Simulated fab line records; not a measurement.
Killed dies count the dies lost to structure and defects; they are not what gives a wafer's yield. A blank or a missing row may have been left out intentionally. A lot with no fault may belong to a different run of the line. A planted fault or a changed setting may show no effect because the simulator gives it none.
A lot that was struck, set against a sound lot    flow n5-finfet    37 out of 1938 route steps
Sound: these wafers, L985.2, L985.3, L985.6. Wafers struck: L974.2, L974.3, L974.6. The cause is named last.
For every step that has rows: the tool of each side, followed by ch and its chambers, followed by its first start. Under that, the readings that differ: sound wafers    struck wafers    difference of the means    sigmas: that difference in standard deviations of wafers without a fault.
alike: readings with means less than 2 such deviations apart, plus words and numbers identical on both sides. not compared: withheld readings, readings lacking a value on some wafer, bounds such as >300 that could conceal the same value, and numbers that have no deviation in the record and whose values overlap.
Wherever a step has rows on one side only, a row that says differs or no value, or a row with sigmas, the two part there. Non-overlapping numbers with no deviation appear without sigmas and do not part them. Lack of a reading on every wafer of one side parts them only where that side has two or more wafers.

first, 10 steps without rows for these wafers: N5_MOL_CONTACT_COAG_PRE_CLEAN_141 (time 60 s); N5_MOL_CONTACT_COAG_SPUTTER_143 (material Co, target thk 2.5 nm); N5_MOL_CONTACT_COAG_CO_FILL_22 (material Co, precursor CCTBA/H2, target thk 20 nm); N5_MOL_CONTACT_COAG_ANNEAL_113 (time 300 s); N5_MOL_CONTACT_COAG_PRE_CLEAN_142 (time 60 s); N5_MOL_CONTACT_COAG_SPUTTER_130 (material Co, target thk 47.5 nm); N5_MOL_CONTACT_COAG_PRECLEAN_125 (cleans in DIW, time 57.5 s); N5_MOL_CONTACT_COAG_SRD_126 (dry time 32 s); N5_MOL_CONTACT_COAG_CMP_23 (polishes, stops on SiO2, t overpolish 1.5 s, target thk 0 nm); N5_MOL_CONTACT_COAG_WET_ETCH_26 (target Co, target depth 13 nm).
N5_MOL_CONTACT_COAG_WET_ETCH_116: etches the open film in SC1-inhibited, target depth 4.6 nm, rinse time 30 s.
  sound on wet-bench-06 ch 0,6,7, day 10 08:58; struck on wet-bench-06 ch 4,5,7, day 7 11:46
then, 25 steps without rows for these wafers: N5_MOL_CONTACT_COAG_ALD_27 (deposits SiOC, target thk 17 nm, pulse time 1.5 s, time 2720 s); N5_MOL_CONTACT_COAG_CMP_28 (polishes, stops on SiNx, t overpolish 0.85 s, target thk 14.522 nm); N5_MOL_CONTACT_COAG_ALD_123 (deposits SiNx, target thk 5 nm, pulse time 1 s, purge time 2 s); N5_MOL_CONTACT_COAG_PECVD_31 (deposits SiO2 from TEOS/O2, target thk 46 nm, time 8.9 s); N5_MOL_CONTACT_COAG_COAT_75 (time 60 s, resist thk 60 nm); N5_MOL_CONTACT_COAG_COAT_76 (time 60 s, resist thk 10 nm); N5_MOL_CONTACT_COAG_COAT_77 (time 60 s, resist thk 10 nm); N5_MOL_CONTACT_COAG_COAT_78 (resist thk 40 nm); N5_MOL_CONTACT_COAG_EBR_80; N5_MOL_CONTACT_COAG_SOFTBAKE_79 (time 60 s); N5_MOL_CONTACT_COAG_EXPOSE_81 (exposes mask VG, defocus 0 nm); N5_MOL_CONTACT_COAG_PEB_82 (peb time 60 s); N5_MOL_CONTACT_COAG_DEVELOP_83 (develop time 30 s); N5_MOL_CONTACT_COAG_DESCUM_88 (chemistry O2, time 7 s); N5_MOL_CONTACT_COAG_ETCH_89 (etches underlayer in N2/H2, target depth 13 nm, time 10.4 s); N5_MOL_CONTACT_COAG_ETCH_90 (etches SiARC in CF4, target depth 13 nm, time 21.7 s); N5_MOL_CONTACT_COAG_ALD_131 (deposits SiO2, target thk 5 nm, pulse time 1 s, co reactant pulse time 1 s); N5_MOL_CONTACT_COAG_ETCHBACK_132 (etches SiO2 in CHF3, target depth 10 nm, time 6.7 s); N5_MOL_CONTACT_COAG_ETCH_91 (etches SOC in N2/H2, target depth 60 nm, overetch 21 nm, time 101.2 s); N5_MOL_CONTACT_COAG_STRIP_92 (strips in N2/H2); N5_MOL_CONTACT_COAG_STRIP_93 (strips in N2/H2); N5_MOL_CONTACT_COAG_ETCHBACK_135 (etches SiO2 in CHF3, target depth 25 nm, time 16.7 s); N5_MOL_CONTACT_COAG_STRIP_118 (strips in CHF3); N5_MOL_CONTACT_COAG_VIA_ETCH_46 (etches SiO2 in C4F6/O2, target depth 46 nm, overetch 9.2 nm, time 40 s); N5_MOL_CONTACT_COAG_STRIP_96 (strips in N2/H2).
-- here the record skips 10 days between the struck wafers' starts before and after, leaving off in module MOL_CONTACT_COAG and picking up in module PASSIVATION (first step shown: number 1936 of the route) --
N5_PASSIVATION_PROBE_49:
  the record has rows for the struck wafers here (prober-01, day 17 05:39) and none for the sound ones

== WHERE THEY PART ==
At N5_PASSIVATION_PROBE_49 and nowhere else, as far as this record goes.

WHY: whatever the simulator had introduced
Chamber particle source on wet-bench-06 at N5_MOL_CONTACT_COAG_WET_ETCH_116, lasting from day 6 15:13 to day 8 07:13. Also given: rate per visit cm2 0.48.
